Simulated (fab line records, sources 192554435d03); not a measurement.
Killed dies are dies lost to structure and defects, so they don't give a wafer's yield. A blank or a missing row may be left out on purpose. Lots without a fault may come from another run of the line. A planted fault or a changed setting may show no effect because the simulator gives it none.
fab line records | flow n5_finfet
record lots=24 wafers=72 last_day=17
route steps=1938 shown BEOL_M2@917 BEOL_M3@969
lots that met no fault: from a run of the same line without faults
start_h: hours from the record's first day to the start of the lot's first wafer shown | wait_h: hours since the lot's step before | " the same as in the row above | L1.1+2: a row that stands for several wafers | - no value, or no start given | * or withheld: withheld | < > ~ a bound
route shown NAME@n: a module of which the file shows steps, and the number in the route of the first | usual: mean/standard deviation of fault-free wafers | same: alike in all rows | chamber/n: place in a boat | sites: the reading at each site | _std_site: their standard deviation | _edge_site: outer sites' mean less inner sites' | radius_mm: how far each site lies from the wafer's centre | mask NAME#n: copy n | behind: the tool/chamber that last shaped the wafer | hold: why the lot was held/for how many hours/how that ended | device: the transistor (n, p or np) that didn't switch | end of line: the same wafers' tests at the end of the route | a step without rows: its recipe alone | killed: dies lost to structure and defects at the first sort, not the wafer's yield | map: a wafer's dies, x killed, . not, _ none there
set.NAME: the setting as run; set.NAME@STEP: as run at that earlier step | model.NAME: the simulator's own value behind a step, which no gauge read
steps of the route over a sample of lots; a table a step, a row a wafer
services: from which hour (start_h, from the record's first day; less than 0 if before it) a tool's chamber was out of use, for how many hours, and why
## steps
# step N5_BEOL_M2_ANNEAL_93
# recipe temp_c=400 time_s=240 ambient=vacuum
# usual heater_power_w=864/120
# same time_s=240
# columns lot.wafer tool chamber start_h wait_h heater_power_w
L074.1 pvd_sputter-02 - 142.18 0.0 842
L074.2 " - " " 892
L074.3 " - " " 932
L076.1 pvd_sputter-03 - 149.28 0.0 743
L076.2 " - " " 1161
L076.4 " - " " 900
L075.1 pvd_sputter-03 - 151.12 0.0 906
L075.2 " - " " 1172
L075.4 " - " " 761
L077.1 pvd_sputter-03 - 162.86 0.0 782
L077.5 " - " " 777
L077.6 " - " " 888
L078.1 pvd_sputter-01 - 162.96 0.0 952
L078.2 " - " " 876
L078.3 " - " " 814
L079.1 pvd_sputter-01 - 175.28 0.0 820
L079.2 " - " " 865
L079.3 " - " " 737
L080.2 pvd_sputter-03 - 178.70 0.0 884
L080.5 " - " " 1157
L080.6 " - " " 729
L081.1 pvd_sputter-02 - 180.27 0.0 931
L081.2 " - " " 759
L081.6 " - " " 870
L082.2 pvd_sputter-01 - 193.81 0.0 942
L082.5 " - " " 730
L082.6 " - " " 880
L083.1 pvd_sputter-01 - 202.85 0.0 966
L083.3 " - " " 854
L083.5 " - " " 800
L084.1 pvd_sputter-02 - 202.86 0.0 791
L084.3 " - " " 865
L084.6 " - " " 900
L085.3 pvd_sputter-01 - 212.68 0.0 749
L085.4 " - " " 931
L085.5 " - " " 796
L086.2 pvd_sputter-01 - 215.36 0.0 742
L086.5 " - " " 923
L086.6 " - " " 809
L087.3 pvd_sputter-01 - 220.90 0.0 843
L087.5 " - " " 897
L087.6 " - " " 928
L088.1 pvd_sputter-02 - 221.47 0.0 953
L088.3 " - " " 887
L088.4 " - " " 864
L089.1 pvd_sputter-03 - 231.84 0.0 773
L089.3 " - " " 1130
L089.6 " - " " 776
L091.1 pvd_sputter-01 - 238.66 0.0 810
L091.5 " - " " 846
L091.6 " - " " 746
L090.1 pvd_sputter-03 - 251.07 0.0 917
L090.3 " - " " 1155
L090.5 " - " " 1170
L092.1 pvd_sputter-01 - 254.21 0.0 853
L092.2 " - " " 794
L092.3 " - " " 939
L093.1 pvd_sputter-01 - 259.39 0.0 811
L093.2 " - " " 745
L093.4 " - " " 886
L094.2 pvd_sputter-02 - 259.74 0.0 875
L094.4 " - " " 891
L094.6 " - " " 918
L095.1 pvd_sputter-03 - 269.44 0.0 713
L095.4 " - " " 871
L095.6 " - " " 752
L096.2 pvd_sputter-02 - 272.42 0.0 761
L096.4 " - " " 894
L096.6 " - " " 900
L097.3 pvd_sputter-03 - 276.15 0.0 1148
L097.4 " - " " 780
L097.5 " - " " 1157
# step N5_BEOL_M2_CO_CAP_55
# recipe material=Co target_thk_a=20 temp_c=200 precursor=CCTBA/H2 pressure_torr=30 time_s=102.1
# usual heater_power_w=228/20
# same time_s=102.1
# columns lot.wafer tool chamber start_h wait_h heater_power_w
L074.1 cvd_co-01 2 143.42 0.0 222
L074.2 " 1 " " 278
L074.3 " 0 " " 226
L076.1 cvd_co-01 0 150.51 0.0 225
L076.2 " 1 " " 267
L076.4 " 2 " " 218
L075.1 cvd_co-01 1 152.36 0.0 272
L075.2 " 0 " " 221
L075.4 " 2 " " 228
L077.1 cvd_co-01 1 164.10 0.0 271
L077.5 " 2 " " 219
L077.6 " 0 " " 223
L078.1 cvd_co-02 0 164.23 0.0 224
L078.2 " 2 " " 224
L078.3 " 1 " " 201
L079.1 cvd_co-02 1 176.58 0.0 207
L079.2 " 0 " " 223
L079.3 " 2 " " 231
L080.2 cvd_co-02 1 179.94 0.0 205
L080.5 " 0 " " 228
L080.6 " 2 " " 228
L081.1 cvd_co-01 0 181.57 0.0 223
L081.2 " 2 " " 220
L081.6 " 2 " " 220
L082.2 cvd_co-02 1 195.12 0.0 207
L082.5 " 1 " " 204
L082.6 " 0 " " 225
L083.1 cvd_co-01 0 204.07 0.0 225
L083.3 " 2 " " 224
L083.5 " 0 " " 221
L084.1 cvd_co-01 1 204.18 0.0 270
L084.3 " 2 " " 222
L084.6 " 1 " " 266
L085.3 cvd_co-02 0 213.91 0.0 223
L085.4 " 0 " " 224
L085.5 " 2 " " 235
L086.2 cvd_co-01 2 216.61 0.0 225
L086.5 " 2 " " 227
L086.6 " 1 " " 271
L087.3 cvd_co-01 1 222.13 0.0 268
L087.5 " 1 " " 274
L087.6 " 2 " " 223
L088.1 cvd_co-02 1 222.71 0.0 195
L088.3 " 1 " " 206
L088.4 " 0 " " 223
L089.1 cvd_co-02 0 233.25 0.0 225
L089.3 " 0 " " 225
L089.6 " 0 " " 223
L091.1 cvd_co-01 0 239.89 0.0 224
L091.5 " 1 " " 278
L091.6 " 0 " " 226
L090.1 cvd_co-02 0 252.30 0.0 221
L090.3 " 1 " " 206
L090.5 " 1 " " 200
L092.1 cvd_co-02 1 255.43 0.0 203
L092.2 " 2 " " 233
L092.3 " 0 " " 219
L093.1 cvd_co-02 2 260.61 0.0 234
L093.2 " 1 " " 204
L093.4 " 0 " " 223
L094.2 cvd_co-02 2 261.78 0.0 234
L094.4 " 1 " " 207
L094.6 " 2 " " 226
L095.1 cvd_co-02 1 270.93 0.0 206
L095.4 " 1 " " 199
L095.6 " 0 " " 224
L096.2 cvd_co-02 1 273.64 0.0 205
L096.4 " 1 " " 204
L096.6 " 2 " " 231
L097.3 cvd_co-02 0 277.37 0.0 227
L097.4 " 0 " " 226
L097.5 " 2 " " 233
# step N5_BEOL_M3_DESCUM_33
# recipe chemistry=O2 time_s=7 source_power_w=50 bias_power_w=20 pressure_mtorr=20 rf_frequency_hz=2.712e+07 temp_c=40 resist=CAR-EUV o2_flow_sccm=225
# usual drypump_motor_current_A=5.6/0.45 oes_product_au=0.79/0.091 rf_vpp_V=243.3/1.3 showerhead_plenum_p_Torr=2.10/0.065 throttle_valve_pct=20.42/0.22
# same time_s=7
# columns lot.wafer tool chamber start_h wait_h drypump_motor_current_A oes_product_au rf_hours_counter_h rf_vpp_V showerhead_plenum_p_Torr throttle_valve_pct
L074.1 rie_diel-05 2 145.52 0.0 6.3 0.70 206 242.3 2.00 20.76
L074.2 " 3 " " 5.5 0.76 154 243.1 2.01 20.53
L074.3 " 1 " " 5.0 0.74 195 243.9 2.16 20.23
L076.1 rie_diel-03 0 153.90 0.0 5.5 0.81 88 243.2 2.12 20.37
L076.2 " 3 " " 5.3 0.71 186 244.3 2.07 20.36
L076.4 " 3 " " 5.4 0.71 - 242.9 2.07 20.36
L075.1 rie_diel-02 2 155.16 0.0 5.2 0.78 155 242.9 2.10 20.57
L075.2 " 1 " " 5.4 0.89 27 244.5 2.15 20.24
L075.4 " 0 " " 5.9 0.93 22 245.2 2.22 19.86
L077.1 rie_diel-03 0 166.52 0.3 5.5 0.82 92 242.5 2.12 20.38
L077.5 " 3 " " 5.4 0.69 - 243.8 2.07 20.37
L077.6 " 2 " " 4.9 0.97 - 243.5 2.15 20.29
L078.1 rie_diel-05 0 166.90 0.4 6.5 0.69 229 243.0 2.06 20.79
L078.2 " 3 " " 5.5 0.75 161 241.7 2.00 20.55
L078.3 " 2 " " 6.4 0.70 213 239.7 1.99 20.79
L079.1 rie_diel-02 1 178.55 0.0 5.4 0.88 34 243.7 2.14 20.24
L079.2 " 2 " " 5.2 0.77 161 242.7 2.10 20.60
L079.3 " 3 " " 5.8 0.73 173 244.5 2.18 20.46
L080.2 rie_diel-02 1 184.27 0.0 5.4 0.87 36 244.5 2.14 20.23
L080.5 " 2 " " 5.2 0.77 - 242.9 2.10 20.59
L080.6 " 3 " " 5.8 0.74 - 243.8 2.18 20.46
L081.1 rie_diel-03 0 184.59 0.0 5.5 0.80 98 242.6 2.12 20.40
L081.2 " 2 " " 4.8 0.95 8 246.2 2.14 20.30
L081.6 " 2 " " 4.9 0.95 - 244.1 2.14 20.31
L082.2 rie_diel-02 3 197.08 0.0 5.8 0.73 178 243.3 2.18 20.47
L082.5 " 0 " " 5.9 0.91 - 244.9 2.21 19.88
L082.6 " 1 " " 5.4 0.87 - 244.6 2.14 20.25
L083.1 rie_diel-03 0 208.26 0.0 5.5 0.80 104 243.1 2.12 20.40
L083.3 " 1 " " 5.4 0.80 114 243.1 2.10 20.26
L083.5 " 0 " " 5.5 0.80 - 243.8 2.12 20.40
L084.1 rie_diel-05 1 208.88 0.1 5.0 0.72 214 244.2 2.15 20.25
L084.3 " 0 " " 6.4 0.68 241 243.5 2.06 20.79
L084.6 " 0 " " 6.4 0.68 - 241.9 2.06 20.79
L085.3 rie_diel-03 0 217.46 0.0 5.6 0.80 107 243.0 2.12 20.40
L085.4 " 3 " " 5.3 0.69 206 243.2 2.06 20.40
L085.5 " 0 " " 5.5 0.80 - 241.6 2.12 20.39
L086.2 rie_diel-02 1 220.01 0.1 5.4 0.86 47 243.2 2.14 20.26
L086.5 " 2 " " 5.2 0.76 - 245.6 2.09 20.61
L086.6 " 3 " " 5.7 0.73 - 246.6 2.17 20.48
L087.3 rie_diel-03 1 224.55 0.0 5.4 0.80 118 243.3 2.10 20.25
L087.5 " 1 " " 5.4 0.79 - 243.2 2.10 20.24
L087.6 " 2 " " 4.8 0.92 - 245.0 2.14 20.33
L088.1 rie_diel-05 1 226.02 0.8 5.0 0.70 221 243.9 2.15 20.27
L088.3 " 3 " " 5.5 0.74 178 242.3 2.00 20.58
L088.4 " 0 " " 6.4 0.67 245 240.7 2.06 20.79
L089.1 rie_diel-02 2 235.54 0.0 5.2 0.76 179 242.5 2.09 20.63
L089.3 " 0 " " 5.9 0.89 47 245.0 2.21 19.90
L089.6 " 1 " " 5.4 0.86 - 244.5 2.14 20.26
L091.1 rie_diel-02 0 242.36 0.0 5.9 0.89 50 245.1 2.21 19.92
L091.5 " 3 " " 5.8 0.72 - 245.0 2.17 20.50
L091.6 " 2 " " 5.2 0.75 - 241.6 2.09 20.62
L090.1 rie_diel-05 3 255.36 0.0 5.5 0.73 190 241.5 1.99 20.60
L090.3 " 1 " " 5.0 0.69 234 244.5 2.14 20.29
L090.5 " 1 " " 5.0 0.70 - 243.5 2.14 20.29
L092.1 rie_diel-03 3 259.14 0.8 5.3 0.69 222 242.1 2.06 20.42
L092.2 " 1 " " 5.4 0.80 130 244.3 2.09 20.29
L092.3 " 0 " " 5.5 0.79 123 243.3 2.11 20.40
L093.1 rie_diel-03 0 263.75 0.4 5.6 0.78 125 243.0 2.11 20.45
L093.2 " 3 " " 5.4 0.68 224 241.9 2.06 20.43
L093.4 " 1 " " 5.4 0.78 133 243.2 2.09 20.28
L094.2 rie_diel-05 2 266.00 0.0 6.3 0.67 248 240.5 1.98 20.83
L094.4 " 0 " " 6.4 1.00 3 243.3 2.06 20.44
L094.6 " 3 " " 5.5 0.72 - 241.2 1.99 20.61
L095.1 rie_diel-05 0 274.51 0.0 6.4 0.97 8 242.9 2.05 20.44
L095.4 " 0 " " 6.4 0.97 - 243.5 2.05 20.44
L095.6 " 3 " " 5.5 0.73 - 241.6 1.99 20.60
L096.2 rie_diel-03 2 275.89 0.0 4.8 0.90 34 244.1 2.14 20.34
L096.4 " 1 " " 5.4 0.77 136 242.2 2.09 20.29
L096.6 " 2 " " 4.8 0.89 - 245.4 2.14 20.34
L097.3 rie_diel-05 3 281.25 0.0 5.5 0.72 - 241.4 1.99 20.62
L097.4 " 0 " " 6.4 0.96 - 242.2 2.05 20.45
L097.5 " 0 " " 6.4 0.95 - 242.4 2.05 20.44
# step N5_BEOL_M3_DEGAS_44
# recipe ambient=vacuum temp_c=250 time_s=60
# usual heater_power_w=344/44
# same time_s=60
# columns lot.wafer tool chamber start_h wait_h heater_power_w
L074.1 pvd_sputter-01 - 153.92 0.0 327
L074.2 " - " " 295
L074.3 " - " " 372
L076.1 pvd_sputter-01 - 160.96 0.3 369
L076.2 " - " " 357
L076.4 " - " " 323
L075.1 pvd_sputter-02 - 161.47 0.0 304
L075.2 " - " " 347
L075.4 " - " " 345
L077.1 pvd_sputter-03 - 167.70 0.1 342
L077.5 " - " " 358
L077.6 " - " " 304
L078.1 pvd_sputter-02 - 167.91 0.1 341
L078.2 " - " " 313
L078.3 " - " " 363
L079.1 pvd_sputter-03 - 179.86 0.5 292
L079.2 " - " " 313
L079.3 " - " " 363
L080.2 pvd_sputter-03 - 190.97 0.6 309
L080.5 " - " " 307
L080.6 " - " " 287
L081.1 pvd_sputter-02 - 192.04 0.4 364
L081.2 " - " " 389
L081.6 " - " " 302
L082.2 pvd_sputter-01 - 200.78 0.3 294
L082.5 " - " " 379
L082.6 " - " " 323
L083.1 pvd_sputter-02 - 209.37 0.0 308
L083.3 " - " " 355
L083.5 " - " " 303
L084.1 pvd_sputter-03 - 213.18 0.4 313
L084.3 " - " " 293
L084.6 " - " " 363
L085.3 pvd_sputter-02 - 222.95 0.5 307
L085.4 " - " " 344
L085.5 " - " " 308
L086.2 pvd_sputter-01 - 223.18 0.3 311
L086.5 " - " " 302
L086.6 " - " " 345
L087.3 pvd_sputter-01 - 226.48 0.4 321
L087.5 " - " " 329
L087.6 " - " " 301
L088.1 pvd_sputter-01 - 229.56 0.1 351
L088.3 " - " " 321
L088.4 " - " " 296
L089.1 pvd_sputter-01 - 236.64 0.2 301
L089.3 " - " " 316
L089.6 " - " " 305
L091.1 pvd_sputter-03 - 249.55 0.1 317
L091.5 " - " " 296
L091.6 " - " " 467
L090.1 pvd_sputter-02 - 258.26 0.2 357
L090.3 " - " " 313
L090.5 " - " " 354
L092.1 pvd_sputter-01 - 267.15 0.3 348
L092.2 " - " " 367
L092.3 " - " " 320
L093.1 pvd_sputter-01 - 267.67 0.4 300
L093.2 " - " " 350
L093.4 " - " " 322
L094.2 pvd_sputter-02 - 270.84 0.1 343
L094.4 " - " " 305
L094.6 " - " " 378
L095.1 pvd_sputter-02 - 280.96 0.1 348
L095.4 " - " " 309
L095.6 " - " " 348
L096.2 pvd_sputter-03 - 284.00 0.3 316
L096.4 " - " " 358
L096.6 " - " " 296
L097.3 pvd_sputter-01 - 291.76 0.7 355
L097.4 " - " " 319
L097.5 " - " " 319
# step N5_BEOL_M3_ALD_84
# recipe material=TaN target_thk_a=* temp_c=275 ald_precursor_family=PDMAT ald_co_reactant=NH3 pressure_torr=3 carrier_flow_sccm=1500 pulse_time_s=2 purge_time_s=3 co_reactant_purge_time_s=2 co_reactant_pulse_time_s=3 ald_cycles=30 precursor_vessel_temp_c=75 precursor_vessel_pressure_torr=26.25 precursor_vessel_carrier_sccm=1000
# usual heater_power_w=429/38
# same co_reactant_pulse_time_s=3 pulse_time_s=2
# columns lot.wafer tool chamber start_h wait_h heater_power_w
L074.1 ald_metal-02 2 154.04 0.1 429
L074.2 " 1 " " 479
L074.3 " 3 " " 377
L076.1 ald_metal-03 2 161.16 0.1 440
L076.2 " 1 " " 433
L076.4 " 3 " " 429
L075.1 ald_metal-02 2 161.68 0.1 435
L075.2 " 0 " " 409
L075.4 " 1 " " 469
L077.1 ald_metal-03 1 167.83 0.1 437
L077.5 " 3 " " 425
L077.6 " 2 " " 440
L078.1 ald_metal-01 1 168.01 0.0 469
L078.2 " 2 " " 530
L078.3 " 0 " " 386
L079.1 ald_metal-01 1 179.97 0.1 460
L079.2 " 0 " " 380
L079.3 " 2 " " 523
L080.2 ald_metal-03 0 191.11 0.1 401
L080.5 " 1 " " 435
L080.6 " 2 " " 436
L081.1 ald_metal-02 0 192.14 0.0 391
L081.2 " 2 " " 436
L081.6 " 2 " " 422
L082.2 ald_metal-02 2 200.98 0.1 433
L082.5 " 1 " " 487
L082.6 " 0 " " 397
L083.1 ald_metal-02 2 209.47 0.0 438
L083.3 " 3 " " 388
L083.5 " 3 " " 392
L084.1 ald_metal-02 2 213.34 0.1 439
L084.3 " 3 " " 384
L084.6 " 1 " " 474
L085.3 ald_metal-03 3 223.05 0.0 423
L085.4 " 1 " " 433
L085.5 " 0 " " 383
L086.2 ald_metal-02 0 223.33 0.1 403
L086.5 " 3 " " 378
L086.6 " 2 " " 426
L087.3 ald_metal-03 3 226.61 0.1 422
L087.5 " 3 " " 421
L087.6 " 2 " " 433
L088.1 ald_metal-01 2 229.66 0.0 512
L088.3 " 3 " " 437
L088.4 " 1 " " 449
L089.1 ald_metal-02 1 236.74 0.0 461
L089.3 " 0 " " 406
L089.6 " 3 " " 384
L091.1 ald_metal-01 0 249.65 0.0 385
L091.5 " 3 " " 445
L091.6 " 2 " " 532
L090.1 ald_metal-02 3 258.59 0.3 394
L090.3 " 0 " " 403
L090.5 " 0 " " 406
L092.1 ald_metal-02 1 267.25 0.0 464
L092.2 " 2 " " 439
L092.3 " 0 " " 403
L093.1 ald_metal-02 3 267.77 0.0 375
L093.2 " 1 " " 484
L093.4 " 2 " " 430
L094.2 ald_metal-01 1 270.98 0.1 449
L094.4 " 0 " " 392
L094.6 " 2 " " 525
L095.1 ald_metal-03 0 281.08 0.1 393
L095.4 " 3 " " 422
L095.6 " 2 " " 437
L096.2 ald_metal-02 0 284.10 0.0 410
L096.4 " 3 " " 385
L096.6 " 1 " " 471
L097.3 ald_metal-02 2 291.94 0.1 424
L097.4 " 3 " " 385
L097.5 " 3 " " 386
# step N5_BEOL_M3_ANNEAL_49
# recipe temp_c=400 time_s=240 ambient=vacuum
# usual heater_power_w=868/110
# same time_s=240
# columns lot.wafer tool chamber start_h wait_h heater_power_w
L074.1 pvd_sputter-03 - 155.08 0.0 1160
L074.2 " - " " 864
L074.3 " - " " 783
L076.1 pvd_sputter-02 - 162.16 0.0 869
L076.2 " - " " 765
L076.4 " - " " 933
L075.1 pvd_sputter-01 - 163.74 0.0 798
L075.2 " - " " 754
L075.4 " - " " 939
L077.1 pvd_sputter-03 - 168.54 0.0 761
L077.5 " - " " 896
L077.6 " - " " 1158
L078.1 pvd_sputter-01 - 170.09 0.0 747
L078.2 " - " " 876
L078.3 " - " " 943
L079.1 pvd_sputter-02 - 180.79 0.0 905
L079.2 " - " " 852
L079.3 " - " " 769
L080.2 pvd_sputter-03 - 191.77 0.0 715
L080.5 " - " " 888
L080.6 " - " " 1157
L081.1 pvd_sputter-02 - 192.74 0.0 854
L081.2 " - " " 772
L081.6 " - " " 894
L082.2 pvd_sputter-01 - 203.37 0.0 863
L082.5 " - " " 720
L082.6 " - " " 809
L083.1 pvd_sputter-02 - 210.00 0.0 849
L083.3 " - " " 925
L083.5 " - " " 893
L084.1 pvd_sputter-03 - 213.96 0.0 765
L084.3 " - " " 726
L084.6 " - " " 718
L086.2 pvd_sputter-02 - 224.03 0.0 916
L086.5 " - " " 954
L086.6 " - " " 882
L085.3 pvd_sputter-01 - 224.08 0.0 839
L085.4 " - " " 739
L085.5 " - " " 805
L087.3 pvd_sputter-01 - 227.32 0.0 750
L087.5 " - " " 858
L087.6 " - " " 940
L088.1 pvd_sputter-01 - 230.42 0.0 936
L088.3 " - " " 746
L088.4 " - " " 794
L089.1 pvd_sputter-02 - 238.18 0.0 880
L089.3 " - " " 775
L089.6 " - " " 757
L091.1 pvd_sputter-02 - 251.39 0.0 953
L091.5 " - " " 917
L091.6 " - " " 886
L090.1 pvd_sputter-01 - 260.15 0.0 789
L090.3 " - " " 944
L090.5 " - " " 794
L092.1 pvd_sputter-02 - 268.09 0.0 839
L092.2 " - " " 770
L092.3 " - " " 918
L093.1 pvd_sputter-01 - 268.87 0.0 884
L093.2 " - " " 744
L093.4 " - " " 961
L094.2 pvd_sputter-03 - 271.95 0.0 877
L094.4 " - " " 1182
L094.6 " - " " 726
L095.1 pvd_sputter-03 - 281.92 0.0 754
L095.4 " - " " 741
L095.6 " - " " 788
L096.2 pvd_sputter-03 - 284.65 0.0 795
L096.4 " - " " 865
L096.6 " - " " 761
L097.3 pvd_sputter-01 - 292.81 0.0 725
L097.4 " - " " 810
L097.5 " - " " 890
## services
# columns tool chamber start_h hours kind
cvd_co-02 1 124.28 - clean
cvd_co-02 1 124.28 22.0 scheduled_down
cvd_co-02 1 124.28 22.0 vent_cycle
ald_metal-01 0 125.60 34.5 repair
rie_diel-03 - 130.92 0.7 repair
ald_metal-03 1 132.93 3.8 repair
rie_diel-02 - 140.34 0.4 repair
rie_diel-03 2 145.58 - clean
rie_diel-03 2 145.58 - consumable_replace:focus_ring
rie_diel-03 2 145.58 13.5 scheduled_down
rie_diel-03 1 149.89 4.6 repair
ald_metal-01 3 157.51 3.4 repair
ald_metal-01 3 188.50 7.2 repair
cvd_co-02 - 209.17 1.3 repair
rie_diel-05 0 215.24 3.8 repair
ald_metal-02 2 230.35 24.7 repair
rie_diel-02 - 243.38 28.1 pm
cvd_co-01 - 247.06 14.6 pm
rie_diel-05 - 253.86 0.2 repair
ald_metal-03 - 255.55 1.3 repair
ald_metal-01 1 257.38 3.0 repair
ald_metal-01 3 273.28 24.0 repair
cvd_co-01 - 283.11 0.4 repair
rie_diel-02 3 290.29 7.6 repair
## key
fault none
